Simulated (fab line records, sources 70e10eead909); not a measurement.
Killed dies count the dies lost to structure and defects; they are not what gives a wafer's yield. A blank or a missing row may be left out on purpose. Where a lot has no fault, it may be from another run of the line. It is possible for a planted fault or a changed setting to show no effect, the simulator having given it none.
Which tool was responsible? :: flow nand harc :: 13 lots, 39 wafers sampled, at 4 steps of a route of 1302

WHAT THE GAUGES SHOWED, per wafer
NHARC_A_ONON_D1_THK_MEAS_21: measures by ellipsometry. Usual: thk nm 1003 nm, standard deviation 10.
lot: L756
measured: day 7 23:08
on: film metro-02
thk nm (nm): 984 986 985
flag: 

lot: L758
measured: day 9 08:44
on: film metro-01
thk nm (nm): 1017 1014 1014
flag: 

lot: L759
measured: day 9 15:58
on: film metro-02
thk nm (nm): 996 997 999
flag: 

lot: L760
measured: day 9 16:09
on: film metro-01
thk nm (nm): 1006 1006 1007
flag: 

lot: L764
measured: day 11 10:31
on: film metro-01
thk nm (nm): 989 991 990
flag: 

lot: L770
measured: day 14 03:02
on: film metro-01
thk nm (nm): 1001 999 998
flag: 

lot: L771
measured: day 14 11:30
on: film metro-01
thk nm (nm): 987 987 987
flag: 

lot: L773
measured: day 15 05:52
on: film metro-01
thk nm (nm): 1000 999 1000
flag: 

lot: L774
measured: day 15 12:42
on: film metro-01
thk nm (nm): 1001 1000 998
flag: 

lot: L775
measured: day 15 22:37
on: film metro-01
thk nm (nm): 1021 1022 1023
flag: 

lot: L776
measured: day 16 11:39
on: film metro-01
thk nm (nm): 998 996 997
flag: 

lot: L777
measured: day 17 02:52
on: film metro-01
thk nm (nm): 999 999 998
flag: 

lot: L778
measured: day 17 10:02
on: film metro-02
thk nm (nm): 1011 1012 1013
flag: 

NHARC_A_CHANNEL_HOLE_D1_CD_MEAS_10 targets a cd of 100 nm. Usual: cd nm 100.1 nm, standard deviation 0.53.
lot: L756
measured: day 8 07:11
on: cd sem-01
cd nm (nm): 100.2 99.3 99.5
flag: 

lot: L758
measured: day 9 13:41
on: cd sem-03
cd nm (nm): 100.4 100.2 100.0
flag: 

lot: L759
measured: day 9 21:05
on: cd sem-01
cd nm (nm): 102.8 102.5 103.4
flag: OFF

lot: L760
measured: day 9 23:00
on: cd sem-03
cd nm (nm): 102.8 103.3 102.6
flag: OFF

lot: L764
measured: day 11 17:56
on: cd sem-03
cd nm (nm): 99.6 100.0 99.2
flag: 

lot: L770
measured: day 14 07:53
on: cd sem-01
cd nm (nm): 100.6 99.4 99.9
flag: 

lot: L771
measured: day 14 20:26
on: cd sem-03
cd nm (nm): 99.0 100.1 99.4
flag: 

lot: L773
measured: day 15 10:43
on: cd sem-03
cd nm (nm): 100.1 99.1 100.1
flag: 

lot: L774
measured: day 15 17:42
on: cd sem-02
cd nm (nm): 99.5 100.7 100.5
flag: 

lot: L775
measured: day 16 05:02
on: cd sem-03
cd nm (nm): 100.3 99.4 100.0
flag: 

lot: L776
measured: day 16 19:10
on: cd sem-01
cd nm (nm): 100.4 100.7 100.4
flag: 

lot: L777
measured: day 17 08:19
on: cd sem-02
cd nm (nm): 101.2 100.4 99.8
flag: 

lot: L778
measured: day 17 15:00
on: cd sem-01
cd nm (nm): 99.6 99.9 99.1
flag: 

EACH LOT AND THE TOOL THAT RAN IT (in order: tool; ch and the chambers of the sampled wafers; start)
lot: L756
NHARC_A_ONON_D1_DEP_33: pecvd-01 ch 0,1,2, day 8 00:55
NHARC_A_CHANNEL_HOLE_D1_PEB_08: litho track-06 ch 0, day 8 07:07

lot: L758
NHARC_A_ONON_D1_DEP_33: pecvd-02 ch 0,2, day 9 10:32
NHARC_A_CHANNEL_HOLE_D1_PEB_08: litho track-06 ch 0, day 9 13:36

lot: L759
NHARC_A_ONON_D1_DEP_33: pecvd-01 ch 0,1,2, day 9 17:58
NHARC_A_CHANNEL_HOLE_D1_PEB_08: litho track-06 ch 0, day 9 21:01

lot: L760
NHARC_A_ONON_D1_DEP_33: pecvd-02 ch 0,2, day 9 18:13
NHARC_A_CHANNEL_HOLE_D1_PEB_08: litho track-06 ch 0, day 9 22:55

lot: L764
NHARC_A_ONON_D1_DEP_33: pecvd-02 ch 0,1,2, day 11 12:25
NHARC_A_CHANNEL_HOLE_D1_PEB_08: litho track-04 ch 0, day 11 17:52

lot: L770
NHARC_A_ONON_D1_DEP_33: pecvd-02 ch 0,1,2, day 14 04:50
NHARC_A_CHANNEL_HOLE_D1_PEB_08: litho track-04 ch 0, day 14 07:49

lot: L771
NHARC_A_ONON_D1_DEP_33: pecvd-01 ch 0,1, day 14 13:19
NHARC_A_CHANNEL_HOLE_D1_PEB_08: litho track-04 ch 0, day 14 20:22

lot: L773
NHARC_A_ONON_D1_DEP_33: pecvd-01 ch 1,2, day 15 07:38
NHARC_A_CHANNEL_HOLE_D1_PEB_08: litho track-04 ch 0, day 15 10:38

lot: L774
NHARC_A_ONON_D1_DEP_33: pecvd-04 ch 0,1, day 15 14:31
NHARC_A_CHANNEL_HOLE_D1_PEB_08: litho track-01 ch 0, day 15 17:37

lot: L775
NHARC_A_ONON_D1_DEP_33: pecvd-01 ch 0,1, day 16 00:28
NHARC_A_CHANNEL_HOLE_D1_PEB_08: litho track-04 ch 0, day 16 04:58

lot: L776
NHARC_A_ONON_D1_DEP_33: pecvd-01 ch 0,1,2, day 16 13:28
NHARC_A_CHANNEL_HOLE_D1_PEB_08: litho track-06 ch 0, day 16 19:06

lot: L777
NHARC_A_ONON_D1_DEP_33: pecvd-01 ch 1,2, day 17 04:43
NHARC_A_CHANNEL_HOLE_D1_PEB_08: litho track-06 ch 0, day 17 08:14

lot: L778
NHARC_A_ONON_D1_DEP_33: pecvd-01 ch 0,1, day 17 11:53
NHARC_A_CHANNEL_HOLE_D1_PEB_08: litho track-01 ch 0, day 17 14:55
- NHARC_A_ONON_D1_DEP_33: deposits SiO2, target thk 200 nm.
- NHARC_A_CHANNEL_HOLE_D1_PEB_08: peb time 65 s.

AS READ BY THE TOOLS THEMSELVES (means over the sampled wafers that have a number; for cases with no such wafer, the mark the record gives instead)
NHARC_A_ONON_D1_DEP_33. Usual: heater power w 547 W, standard deviation 99; rf fwd power W 898.6 W, standard deviation 2.8; throttle valve pct 16.0 %, standard deviation 0.44.
lot: L756
tool: pecvd-01
heater power w (W): 459
rf fwd power W (W): 898.0
throttle valve pct (%): 15.6
flag: 

lot: L758
tool: pecvd-02
heater power w (W): 628
rf fwd power W (W): 899.7
throttle valve pct (%): 16.6
flag: 

lot: L759
tool: pecvd-01
heater power w (W): 541
rf fwd power W (W): 900.1
throttle valve pct (%): 15.8
flag: 

lot: L760
tool: pecvd-02
heater power w (W): 618
rf fwd power W (W): 899.0
throttle valve pct (%): 16.8
flag: 

lot: L764
tool: pecvd-02
heater power w (W): 643
rf fwd power W (W): 897.9
throttle valve pct (%): 15.6
flag: 

lot: L770
tool: pecvd-02
heater power w (W): 640
rf fwd power W (W): 898.1
throttle valve pct (%): 15.8
flag: 

lot: L771
tool: pecvd-01
heater power w (W): 486
rf fwd power W (W): 900.1
throttle valve pct (%): 15.9
flag: 

lot: L773
tool: pecvd-01
heater power w (W): 571
rf fwd power W (W): 899.2
throttle valve pct (%): 16.0
flag: 

lot: L774
tool: pecvd-04
heater power w (W): 461
rf fwd power W (W): 897.9
throttle valve pct (%): 16.1
flag: 

lot: L775
tool: pecvd-01
heater power w (W): 499
rf fwd power W (W): 896.6
throttle valve pct (%): 15.9
flag: 

lot: L776
tool: pecvd-01
heater power w (W): 476
rf fwd power W (W): 899.3
throttle valve pct (%): 16.0
flag: 

lot: L777
tool: pecvd-01
heater power w (W): 523
rf fwd power W (W): 897.1
throttle valve pct (%): 16.1
flag: 

lot: L778
tool: pecvd-01
heater power w (W): 498
rf fwd power W (W): 894.5
throttle valve pct (%): 15.9
flag: 

THE ANSWER, worked out from the rows above alone
Rule: lot off if the mean of its wafers having a number is beyond 3 standard deviations from the usual mean. A lot without any number at a reading at which 4 lots or more have one is off too. The other lots that the step has rows for count as sound. After the gauges, taken in route order, come the tools' own readings; for these a lot's mean is taken, as printed above. At the first step where some lot is off, the reading lying furthest off is the one used; lots without a number count as furthest.
Off, at NHARC_A_CHANNEL_HOLE_D1_CD_MEAS_10 on cd nm: L759, L760.
A tool fits if, at a process step before that reading, it ran every lot that is off, and no sound lot after the first of them. Those tools and the gauges at NHARC_A_CHANNEL_HOLE_D1_CD_MEAS_10 are tried in the same way. None of those tried fits.

WHAT THE SIMULATOR HAD PUT IN
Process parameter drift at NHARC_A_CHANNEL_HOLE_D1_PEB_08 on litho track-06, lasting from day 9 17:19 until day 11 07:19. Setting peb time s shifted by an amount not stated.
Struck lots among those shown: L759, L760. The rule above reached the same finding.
